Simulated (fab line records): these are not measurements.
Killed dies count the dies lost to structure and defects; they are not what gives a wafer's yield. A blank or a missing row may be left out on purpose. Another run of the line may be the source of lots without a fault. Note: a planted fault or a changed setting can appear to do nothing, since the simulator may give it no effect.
The same fault as seen by 2 desks	flow nand-harc	only its own numbers are on each desk; what lay behind them is given at the end

== METROLOGY DESK ==
Lot by lot, what the gauges showed, no matter which tool ran the lot: averages of those sampled wafers that carry a number. Marked OUT: a lot whose mean sits more than 4 standard deviations from the usual mean, which makes it out of limits; the brackets give that distance.
Columns: A = cd-nm at NHARC_A_ZERO_WELL_CD_MEAS_10, usual 2000.2 nm; B = thk-nm at NHARC_A_ONON_D1_THK_MEAS_24, usual 1006 nm
lot	first seen here	A	B
L823	day 6 05:02	2000.1	1024
L828	day 7 23:11	2000.1	1011
L836	day 9 16:26	2000.5	1005
L834	day 9 17:28	1999.2	1003
L837	day 9 20:25	2000.7	1013
L835	day 10 04:14	2001.9	1005
L839	day 10 15:19	1999.4	1000
L838	day 10 16:05	2001.1	1007
L840	day 10 22:46	2000.9	1000
L841	day 10 23:52	2001.2	1006
L843	day 11 13:00	2000.5	1011
L846	day 11 22:17	2001.4	1001
L845	day 11 22:58	1998.8	997
This desk's verdict: no lot among the 13 shows anything out of limits.

== THE DEFECT DESK ==
Inspection counts along the route, by lot: the mean over sampled wafers that carry a number. Marked OUT: a lot whose mean sits more than 4 standard deviations from the usual mean, which makes it out of limits; the brackets give that distance.
Columns: A = raw-defect-count at NHARC_A_SOURCE_PLATE_INSPECT_08, usual 61
lot	first seen here	A
L823	day 7 03:41	44
L828	day 8 20:42	85
L834	day 10 16:23	315 (+12) OUT
L837	day 10 16:23	68
L836	day 10 16:24	53
L835	day 11 05:27	73
L838	day 11 13:45	53
L839	day 11 13:45	51
L840	day 11 20:49	30
L841	day 11 20:50	62
L843	day 12 10:55	71
L845	day 12 20:50	65
L846	day 12 20:50	82
This desk's finding: out of limits on L834; first on L834, day 10 16:23 (raw-defect-count at NHARC_A_SOURCE_PLATE_INSPECT_08). Within limits: L823, L828, L837, L836, L835, L838, L839, L840, L841, L843, L845, L846.

== TAKEN TOGETHER ==
The defect desk could have raised an alarm at day 10 16:23, on L834.
At the metrology desk, nothing out of limits was observed.
The metrology desk has L834 on record, within its limits.
NHARC_A_SOURCE_PLATE_PVD_04 was run on pvd-sputter-03 by each of the lots named.

== WHAT THE SIMULATOR HAD INSERTED ==
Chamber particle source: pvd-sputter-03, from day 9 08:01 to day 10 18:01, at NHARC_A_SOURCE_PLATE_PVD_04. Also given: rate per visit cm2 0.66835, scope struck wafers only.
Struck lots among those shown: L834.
Hours from the fault's start to each desk's first reading out of limits: the defect desk, 32.
